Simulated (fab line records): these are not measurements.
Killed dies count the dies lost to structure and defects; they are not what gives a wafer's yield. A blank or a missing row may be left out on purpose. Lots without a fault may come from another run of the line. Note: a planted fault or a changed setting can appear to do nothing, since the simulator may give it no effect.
The tool behind it: which one? || flow n5-finfet || 12 lots with 33 wafers sampled at 4 steps, on a route of 1938 steps

== WHAT THE GAUGES READ, wafer by wafer ==
The record lacks any reading of a measuring or inspecting step that a usual standard deviation could be used to judge.

== WHAT TOOL EACH LOT RAN ON (gives the tool, then ch and the chambers of the sampled wafers, and finally the start) ==
{"lot": "L914", "N5_BEOL_M8_STRIP_80": "rie-diel-04 ch 0,2,3, day 10 02:29 or earlier", "N5_BEOL_M9_PECVD_70": "pecvd-04 ch 0,2, day 10 02:29", "N5_BEOL_M9_COAT_05": "litho-track-05 ch 0, day 10 03:39", "N5_BEOL_M9_STRIP_67": "rie-diel-01 ch 0,1,2, day 10 04:27"}
{"lot": "L916", "N5_BEOL_M8_STRIP_80": "rie-diel-04 ch 0,2,3, day 10 04:56 or earlier", "N5_BEOL_M9_PECVD_70": "pecvd-02 ch 0,1,2, day 10 04:56", "N5_BEOL_M9_COAT_05": "litho-track-05 ch 0, day 10 08:19", "N5_BEOL_M9_STRIP_67": "rie-diel-03 ch 0,3, day 10 08:52"}
{"lot": "L915", "N5_BEOL_M8_STRIP_80": "rie-diel-06 ch 0,3, day 10 21:26 or earlier", "N5_BEOL_M9_PECVD_70": "pecvd-02 ch 1,2, day 10 21:26", "N5_BEOL_M9_COAT_05": "litho-track-04 ch 0, day 10 22:43", "N5_BEOL_M9_STRIP_67": "rie-diel-03 ch 2,3, day 10 23:16"}
{"lot": "L918", "N5_BEOL_M8_STRIP_80": "rie-diel-04 ch 0,2, day 11 05:43 or earlier", "N5_BEOL_M9_PECVD_70": "pecvd-04 ch 0,2, day 11 05:43", "N5_BEOL_M9_COAT_05": "litho-track-04 ch 0, day 11 05:55", "N5_BEOL_M9_STRIP_67": "rie-diel-03 ch 1,2, day 11 06:35"}
{"lot": "L921", "N5_BEOL_M8_STRIP_80": "rie-diel-04 ch 1,2, day 12 07:08 or earlier", "N5_BEOL_M9_PECVD_70": "pecvd-02 ch 0,1,2, day 12 07:08", "N5_BEOL_M9_COAT_05": "litho-track-05 ch 0, day 12 07:59", "N5_BEOL_M9_STRIP_67": "rie-diel-01 ch 2,3, day 12 08:33"}
{"lot": "L917", "N5_BEOL_M8_STRIP_80": "rie-diel-05 ch 0,2, day 12 11:41 or earlier", "N5_BEOL_M9_PECVD_70": "pecvd-02 ch 0,1, day 12 11:41", "N5_BEOL_M9_COAT_05": "litho-track-05 ch 0, day 12 12:07", "N5_BEOL_M9_STRIP_67": "rie-diel-03 ch 0,1,2, day 12 12:40"}
{"lot": "L922", "N5_BEOL_M8_STRIP_80": "rie-diel-06 ch 2,3, day 12 13:53 or earlier", "N5_BEOL_M9_PECVD_70": "pecvd-03 ch 0,1, day 12 13:53", "N5_BEOL_M9_COAT_05": "litho-track-04 ch 0, day 12 14:50", "N5_BEOL_M9_STRIP_67": "rie-diel-01 ch 0,1, day 12 15:53"}
{"lot": "L924", "N5_BEOL_M8_STRIP_80": "rie-diel-06 ch 0,1,3, day 13 08:17 or earlier", "N5_BEOL_M9_PECVD_70": "pecvd-04 ch 0,2, day 13 08:17", "N5_BEOL_M9_COAT_05": "litho-track-05 ch 0, day 13 10:30", "N5_BEOL_M9_STRIP_67": "rie-diel-02 ch 0,3, day 13 11:20"}
{"lot": "L927", "N5_BEOL_M8_STRIP_80": "rie-diel-05 ch 0,1,2, day 13 19:22 or earlier", "N5_BEOL_M9_PECVD_70": "pecvd-02 ch 0,1,2, day 13 19:22", "N5_BEOL_M9_COAT_05": "litho-track-04 ch 0, day 13 20:13", "N5_BEOL_M9_STRIP_67": "rie-diel-03 ch 0,1,3, day 13 20:59"}
{"lot": "L926", "N5_BEOL_M8_STRIP_80": "rie-diel-05 ch 0,1,2, day 14 02:55 or earlier", "N5_BEOL_M9_PECVD_70": "pecvd-03 ch 0,1, day 14 02:55", "N5_BEOL_M9_COAT_05": "litho-track-04 ch 0, day 14 04:35", "N5_BEOL_M9_STRIP_67": "rie-diel-02 ch 1,2,3, day 14 05:17"}
{"lot": "L929", "N5_BEOL_M8_STRIP_80": "rie-diel-06 ch 0,1,2, day 14 13:46 or earlier", "N5_BEOL_M9_PECVD_70": "pecvd-03 ch 0,1, day 14 13:46", "N5_BEOL_M9_COAT_05": "litho-track-05 ch 0, day 14 14:53", "N5_BEOL_M9_STRIP_67": "rie-diel-03 ch 0,1, day 14 15:26"}
{"lot": "L936", "N5_BEOL_M8_STRIP_80": "rie-diel-06 ch 0,1, day 15 20:49 or earlier", "N5_BEOL_M9_PECVD_70": "pecvd-02 ch 0,1, day 15 20:49", "N5_BEOL_M9_COAT_05": "litho-track-05 ch 0, day 15 23:25", "N5_BEOL_M9_STRIP_67": "rie-diel-02 ch 2,3, day 16 00:05"}
- N5_BEOL_M8_STRIP_80: strips in N2/H2, time 10 s.
- N5_BEOL_M9_PECVD_70: deposits SiO2 from TEOS/O2, target thk 20 nm, time 22.7 s.
- N5_BEOL_M9_COAT_05: resist thk 90 nm.
- N5_BEOL_M9_STRIP_67: strips in CF4.

== WHAT THE TOOLS THEMSELVES READ (means of the sampled wafers that have a number; where no wafer has one, the mark that the record gives instead) ==
N5_BEOL_M8_STRIP_80. Usual: drypump-motor-current-A 5.7 A, standard deviation 0.41; oes-product-au 0.84 a.u., standard deviation 0.082; rf-vpp-V 59.3 V, standard deviation 0.91; showerhead-plenum-p-Torr 2.57 Torr, standard deviation 0.067; throttle-valve-pct 23.5 %, standard deviation 0.32.
{"lot": "L914", "tool": "rie-diel-04", "drypump-motor-current-A (A)": 5.5, "oes-product-au (a.u.)": 0.82, "rf-vpp-V (V)": 59.3, "showerhead-plenum-p-Torr (Torr)": 2.58, "throttle-valve-pct (%)": 23.4, "flag": ""}
{"lot": "L916", "tool": "rie-diel-04", "drypump-motor-current-A (A)": 5.5, "oes-product-au (a.u.)": 0.83, "rf-vpp-V (V)": 59.9, "showerhead-plenum-p-Torr (Torr)": 2.57, "throttle-valve-pct (%)": 23.4, "flag": ""}
{"lot": "L915", "tool": "rie-diel-06", "drypump-motor-current-A (A)": 5.6, "oes-product-au (a.u.)": 0.78, "rf-vpp-V (V)": 59.9, "showerhead-plenum-p-Torr (Torr)": 2.49, "throttle-valve-pct (%)": 23.4, "flag": ""}
{"lot": "L918", "tool": "rie-diel-04", "drypump-motor-current-A (A)": 5.5, "oes-product-au (a.u.)": 0.88, "rf-vpp-V (V)": 58.8, "showerhead-plenum-p-Torr (Torr)": 2.60, "throttle-valve-pct (%)": 23.3, "flag": ""}
{"lot": "L921", "tool": "rie-diel-04", "drypump-motor-current-A (A)": 5.7, "oes-product-au (a.u.)": 0.85, "rf-vpp-V (V)": 58.8, "showerhead-plenum-p-Torr (Torr)": 2.63, "throttle-valve-pct (%)": 23.6, "flag": ""}
{"lot": "L917", "tool": "rie-diel-05", "drypump-motor-current-A (A)": 5.6, "oes-product-au (a.u.)": 0.77, "rf-vpp-V (V)": 59.7, "showerhead-plenum-p-Torr (Torr)": 2.61, "throttle-valve-pct (%)": 24.0, "flag": ""}
{"lot": "L922", "tool": "rie-diel-06", "drypump-motor-current-A (A)": 6.1, "oes-product-au (a.u.)": 0.86, "rf-vpp-V (V)": 59.1, "showerhead-plenum-p-Torr (Torr)": 2.58, "throttle-valve-pct (%)": 23.3, "flag": ""}
{"lot": "L924", "tool": "rie-diel-06", "drypump-motor-current-A (A)": 5.8, "oes-product-au (a.u.)": 0.81, "rf-vpp-V (V)": 59.5, "showerhead-plenum-p-Torr (Torr)": 2.51, "throttle-valve-pct (%)": 23.3, "flag": ""}
{"lot": "L927", "tool": "rie-diel-05", "drypump-motor-current-A (A)": 5.7, "oes-product-au (a.u.)": 0.79, "rf-vpp-V (V)": 58.7, "showerhead-plenum-p-Torr (Torr)": 2.57, "throttle-valve-pct (%)": 23.8, "flag": ""}
{"lot": "L926", "tool": "rie-diel-05", "drypump-motor-current-A (A)": 5.7, "oes-product-au (a.u.)": 0.80, "rf-vpp-V (V)": 58.9, "showerhead-plenum-p-Torr (Torr)": 2.57, "throttle-valve-pct (%)": 23.8, "flag": ""}
{"lot": "L929", "tool": "rie-diel-06", "drypump-motor-current-A (A)": 6.1, "oes-product-au (a.u.)": 0.91, "rf-vpp-V (V)": 59.2, "showerhead-plenum-p-Torr (Torr)": 2.61, "throttle-valve-pct (%)": 23.2, "flag": ""}
{"lot": "L936", "tool": "rie-diel-06", "drypump-motor-current-A (A)": 6.0, "oes-product-au (a.u.)": 0.91, "rf-vpp-V (V)": 58.3, "showerhead-plenum-p-Torr (Torr)": 2.62, "throttle-valve-pct (%)": 23.2, "flag": ""}

N5_BEOL_M9_PECVD_70. Usual: heater-power-w 750 W, standard deviation 100; showerhead-plenum-p-Torr 8.80 Torr, standard deviation 0.056; throttle-valve-pct 22.3 %, standard deviation 0.61.
{"lot": "L914", "tool": "pecvd-04", "heater-power-w (W)": 817, "showerhead-plenum-p-Torr (Torr)": 8.82, "throttle-valve-pct (%)": 21.8, "flag": ""}
{"lot": "L916", "tool": "pecvd-02", "heater-power-w (W)": 795, "showerhead-plenum-p-Torr (Torr)": 8.83, "throttle-valve-pct (%)": 22.2, "flag": ""}
{"lot": "L915", "tool": "pecvd-02", "heater-power-w (W)": 774, "showerhead-plenum-p-Torr (Torr)": 8.84, "throttle-valve-pct (%)": 21.9, "flag": ""}
{"lot": "L918", "tool": "pecvd-04", "heater-power-w (W)": 762, "showerhead-plenum-p-Torr (Torr)": 8.82, "throttle-valve-pct (%)": 22.1, "flag": ""}
{"lot": "L921", "tool": "pecvd-02", "heater-power-w (W)": 754, "showerhead-plenum-p-Torr (Torr)": 8.83, "throttle-valve-pct (%)": 22.2, "flag": ""}
{"lot": "L917", "tool": "pecvd-02", "heater-power-w (W)": 828, "showerhead-plenum-p-Torr (Torr)": 8.84, "throttle-valve-pct (%)": 22.1, "flag": ""}
{"lot": "L922", "tool": "pecvd-03", "heater-power-w (W)": 660, "showerhead-plenum-p-Torr (Torr)": 8.71, "throttle-valve-pct (%)": 22.8, "flag": ""}
{"lot": "L924", "tool": "pecvd-04", "heater-power-w (W)": 824, "showerhead-plenum-p-Torr (Torr)": 8.82, "throttle-valve-pct (%)": 22.0, "flag": ""}
{"lot": "L927", "tool": "pecvd-02", "heater-power-w (W)": 826, "showerhead-plenum-p-Torr (Torr)": 8.83, "throttle-valve-pct (%)": 22.2, "flag": ""}
{"lot": "L926", "tool": "pecvd-03", "heater-power-w (W)": 700, "showerhead-plenum-p-Torr (Torr)": 8.69, "throttle-valve-pct (%)": 23.1, "flag": ""}
{"lot": "L929", "tool": "pecvd-03", "heater-power-w (W)": 720, "showerhead-plenum-p-Torr (Torr)": 8.73, "throttle-valve-pct (%)": 22.6, "flag": ""}
{"lot": "L936", "tool": "pecvd-02", "heater-power-w (W)": 832, "showerhead-plenum-p-Torr (Torr)": 8.81, "throttle-valve-pct (%)": 22.1, "flag": ""}

N5_BEOL_M9_COAT_05. Usual: spin-speed-rpm 1500.0 rpm, standard deviation 0.96.
{"lot": "L914", "tool": "litho-track-05", "spin-speed-rpm (rpm)": 1499.7, "flag": ""}
{"lot": "L916", "tool": "litho-track-05", "spin-speed-rpm (rpm)": 1499.8, "flag": ""}
{"lot": "L915", "tool": "litho-track-04", "spin-speed-rpm (rpm)": 1500.2, "flag": ""}
{"lot": "L918", "tool": "litho-track-04", "spin-speed-rpm (rpm)": 1500.9, "flag": ""}
{"lot": "L921", "tool": "litho-track-05", "spin-speed-rpm (rpm)": 1499.2, "flag": ""}
{"lot": "L917", "tool": "litho-track-05", "spin-speed-rpm (rpm)": 1501.2, "flag": ""}
{"lot": "L922", "tool": "litho-track-04", "spin-speed-rpm (rpm)": 1499.1, "flag": ""}
{"lot": "L924", "tool": "litho-track-05", "spin-speed-rpm (rpm)": 1500.8, "flag": ""}
{"lot": "L927", "tool": "litho-track-04", "spin-speed-rpm (rpm)": 1754.4, "flag": "OFF"}
{"lot": "L926", "tool": "litho-track-04", "spin-speed-rpm (rpm)": 1754.7, "flag": "OFF"}
{"lot": "L929", "tool": "litho-track-05", "spin-speed-rpm (rpm)": 1500.5, "flag": ""}
{"lot": "L936", "tool": "litho-track-05", "spin-speed-rpm (rpm)": 1500.1, "flag": ""}

N5_BEOL_M9_STRIP_67. Usual: drypump-motor-current-A 6.0 A, standard deviation 0.43; oes-product-au 0.80 a.u., standard deviation 0.084; rf-vpp-V 271.0 V, standard deviation 1.4; showerhead-plenum-p-Torr 1.79 Torr, standard deviation 0.056; throttle-valve-pct 13.59 %, standard deviation 0.23.
{"lot": "L914", "tool": "rie-diel-01", "drypump-motor-current-A (A)": 6.1, "oes-product-au (a.u.)": 0.85, "rf-vpp-V (V)": 271.7, "showerhead-plenum-p-Torr (Torr)": 1.82, "throttle-valve-pct (%)": 13.55, "flag": ""}
{"lot": "L916", "tool": "rie-diel-03", "drypump-motor-current-A (A)": 5.6, "oes-product-au (a.u.)": 0.76, "rf-vpp-V (V)": 271.1, "showerhead-plenum-p-Torr (Torr)": 1.83, "throttle-valve-pct (%)": 13.66, "flag": ""}
{"lot": "L915", "tool": "rie-diel-03", "drypump-motor-current-A (A)": 6.5, "oes-product-au (a.u.)": 0.70, "rf-vpp-V (V)": 271.8, "showerhead-plenum-p-Torr (Torr)": 1.82, "throttle-valve-pct (%)": 13.79, "flag": ""}
{"lot": "L918", "tool": "rie-diel-03", "drypump-motor-current-A (A)": 6.4, "oes-product-au (a.u.)": 0.77, "rf-vpp-V (V)": 270.8, "showerhead-plenum-p-Torr (Torr)": 1.76, "throttle-valve-pct (%)": 13.59, "flag": ""}
{"lot": "L921", "tool": "rie-diel-01", "drypump-motor-current-A (A)": 6.0, "oes-product-au (a.u.)": 0.71, "rf-vpp-V (V)": 272.6, "showerhead-plenum-p-Torr (Torr)": 1.82, "throttle-valve-pct (%)": 13.83, "flag": ""}
{"lot": "L917", "tool": "rie-diel-03", "drypump-motor-current-A (A)": 5.9, "oes-product-au (a.u.)": 0.79, "rf-vpp-V (V)": 270.1, "showerhead-plenum-p-Torr (Torr)": 1.77, "throttle-valve-pct (%)": 13.56, "flag": ""}
{"lot": "L922", "tool": "rie-diel-01", "drypump-motor-current-A (A)": 6.2, "oes-product-au (a.u.)": 0.88, "rf-vpp-V (V)": 272.1, "showerhead-plenum-p-Torr (Torr)": 1.79, "throttle-valve-pct (%)": 13.48, "flag": ""}
{"lot": "L924", "tool": "rie-diel-02", "drypump-motor-current-A (A)": 6.4, "oes-product-au (a.u.)": 0.79, "rf-vpp-V (V)": 270.9, "showerhead-plenum-p-Torr (Torr)": 1.79, "throttle-valve-pct (%)": 13.40, "flag": ""}
{"lot": "L927", "tool": "rie-diel-03", "drypump-motor-current-A (A)": 5.8, "oes-product-au (a.u.)": 0.78, "rf-vpp-V (V)": 271.3, "showerhead-plenum-p-Torr (Torr)": 1.80, "throttle-valve-pct (%)": 13.61, "flag": ""}
{"lot": "L926", "tool": "rie-diel-02", "drypump-motor-current-A (A)": 5.8, "oes-product-au (a.u.)": 0.78, "rf-vpp-V (V)": 270.9, "showerhead-plenum-p-Torr (Torr)": 1.79, "throttle-valve-pct (%)": 13.79, "flag": ""}
{"lot": "L929", "tool": "rie-diel-03", "drypump-motor-current-A (A)": 5.6, "oes-product-au (a.u.)": 0.83, "rf-vpp-V (V)": 271.5, "showerhead-plenum-p-Torr (Torr)": 1.75, "throttle-valve-pct (%)": 13.45, "flag": ""}
{"lot": "L936", "tool": "rie-diel-02", "drypump-motor-current-A (A)": 5.8, "oes-product-au (a.u.)": 0.80, "rf-vpp-V (V)": 271.6, "showerhead-plenum-p-Torr (Torr)": 1.82, "throttle-valve-pct (%)": 13.68, "flag": ""}

== THE ANSWER, worked out from the rows above alone ==
Rule: take the mean of a lot's wafers that have a number; if it is more than 3 standard deviations from the usual mean, the lot is off. A lot without any number at a reading at which 4 lots or more have one is off too. Any other lot the step has rows for is counted as sound. After the gauges, taken in route order, come the tools' own readings; for these a lot's mean is taken, as printed above. At the first step where some lot is off, the reading lying furthest off is the one used; lots without a number count as furthest.
Off: L927, L926 (N5_BEOL_M9_COAT_05, spin-speed-rpm).
A tool fits if, at that step or a process step before it, it ran every lot that is off, and no sound lot after the first of them. With no start given for some of its lots, N5_BEOL_M8_STRIP_80 uses the hours and lot order of N5_BEOL_M9_PECVD_70. 2 tools fit, rie-diel-05 at N5_BEOL_M8_STRIP_80 and litho-track-04 at N5_BEOL_M9_COAT_05, so this cannot tell which one it is.

== WHAT THE SIMULATOR PUT IN ==
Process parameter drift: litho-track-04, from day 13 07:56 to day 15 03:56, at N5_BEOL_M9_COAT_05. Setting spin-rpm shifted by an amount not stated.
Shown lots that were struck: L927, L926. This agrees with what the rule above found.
